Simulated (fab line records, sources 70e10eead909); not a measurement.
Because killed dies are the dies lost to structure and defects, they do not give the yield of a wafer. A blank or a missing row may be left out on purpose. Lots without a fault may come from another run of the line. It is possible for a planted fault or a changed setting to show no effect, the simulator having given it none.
Problem report in the 8D (eight disciplines) form, filled by code | flow nand harc | the parts of the form that need people (team, actions taken, sign-off) are left out

1. PROBLEM STATEMENT
killed at array at NHARC_END_SORT_01 reads a mean of 662 on 2 wafers of 2 lots; wafers without a fault read 51 with a standard deviation of 17. Relative to the usual mean, that is a shift of +36 standard deviations.
Seen first at day 31 08:06 on prober-01, wafer L847.5. The record has a number at this step for 6 wafers belonging to 2 lots. The rule behind "out" and "out of limits": a value lying over 4 standard deviations away from the usual mean. Any other wafer with a number is counted as sound.

2. WHAT IT IS, AND WHAT IT ISN'T
question                    | is                           | is not
which readings at this step | killed at array, killed dies | killed at other, killed at periphery, killed short
which lots                  | L847, L850                   | -
which wafers of those lots  | L847.5, L850.3               | L847.4, L847.6, L850.5, L850.6
read on which gauges        | prober-01, prober-02         | -
when                        | from day 31 08:06            | up to then (1 sound wafer); but 3 sound wafers of L847, L850 came after

3. THE SUSPECTS, EACH WITH WHAT RULES IT OUT
Counting: a tool at a process step up to the reading stays a suspect if it ran every lot that is out. Sound lots after the first of them don't rule it out here, since some wafers of a struck lot are sound.
- ruled out: the gauge at NHARC_END_SORT_01. The wafers that are out were read on 2 gauges (prober-01, prober-02).
- rie diel-07 at NHARC_A_SGD_CUT_ETCH_15 (etches the open film in CH3F/O2, target depth 75 nm, time 64.3 s): kept. It ran every lot that is out, first L847 (day 25 22:35). With no start given for some of its lots, NHARC_A_SGD_CUT_ETCH_15 uses the hours and lot order of NHARC_A_SGD_CUT_ETCH_16.
- rie diel-07 at NHARC_A_SGD_CUT_ETCH_16 (etches the open film in C4F8/O2/Ar, target depth 310.5 nm, time 155.2 s): kept. It ran every lot that is out, first L847 (day 25 22:35). Out on those wafers are its own readings of run length s.
- cmp-01 at NHARC_A_SGD_CUT_CMP_21 (polishes, target thk 148.19 nm): kept. It ran every lot that is out, first L847 (day 26 04:07).
- rie diel-07, NHARC_A_SGD_CUT_ETCH_15: wafers that are out in chamber 0, sound lot-mates in chambers 1, 2, 3.
- rie diel-07, NHARC_A_SGD_CUT_ETCH_16: wafers that are out in chamber 0, sound lot-mates in chambers 1, 2, 3.
Still standing after the count: rie diel-07 at NHARC_A_SGD_CUT_ETCH_15, rie diel-07 at NHARC_A_SGD_CUT_ETCH_16, cmp-01 at NHARC_A_SGD_CUT_CMP_21.

4. THE CAUSE (what the simulator had put in)
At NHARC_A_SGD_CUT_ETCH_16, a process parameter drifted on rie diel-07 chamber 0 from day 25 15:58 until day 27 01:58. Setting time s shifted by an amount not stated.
Counting left 3 suspects, and this tool is among them.

5. THE CHAIN OF EFFECTS, in route order
Each row: a reading where the mean over the struck wafers with a number is more than 3 standard deviations away from the usual. Only readings for which the record gives a usual standard deviation are gone through. hours: the time from each lot's start at the first step in this table that gives one to its start at this step, as a median over the lots. sigmas: the change in usual standard deviations.
hours | step                    | reading         | usual   | on struck wafers | change | sigmas
0     | NHARC_A_SGD_CUT_ETCH_16 | run length s    | 176.6 s | 193.9            | +17.3  | +34
128   | NHARC_END_SORT_01       | killed at array | 51      | 662              | +610   | +36
128   | NHARC_END_SORT_01       | killed dies     | 57      | 667              | +610   | +34
It contains these process steps:
- NHARC_A_SGD_CUT_ETCH_16: etches the open film in C4F8/O2/Ar, target depth 310.5 nm, time 155.2 s.

6. WHAT WOULD HAVE CAUGHT IT SOONER
In this record the first reading out of limits at a measuring or inspecting step was taken at day 31 08:06, 136 hours after the fault began at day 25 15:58.
The tool's own readings at NHARC_A_SGD_CUT_ETCH_16 were out on every struck wafer that the step has a row for (run length s): an alarm limit on them would have fired on the first of those.
All the lots that are out (2) had begun NHARC_A_SGD_CUT_ETCH_16 on rie diel-07 by day 31 08:06. A hold on the tool at that time would have spared none of them.
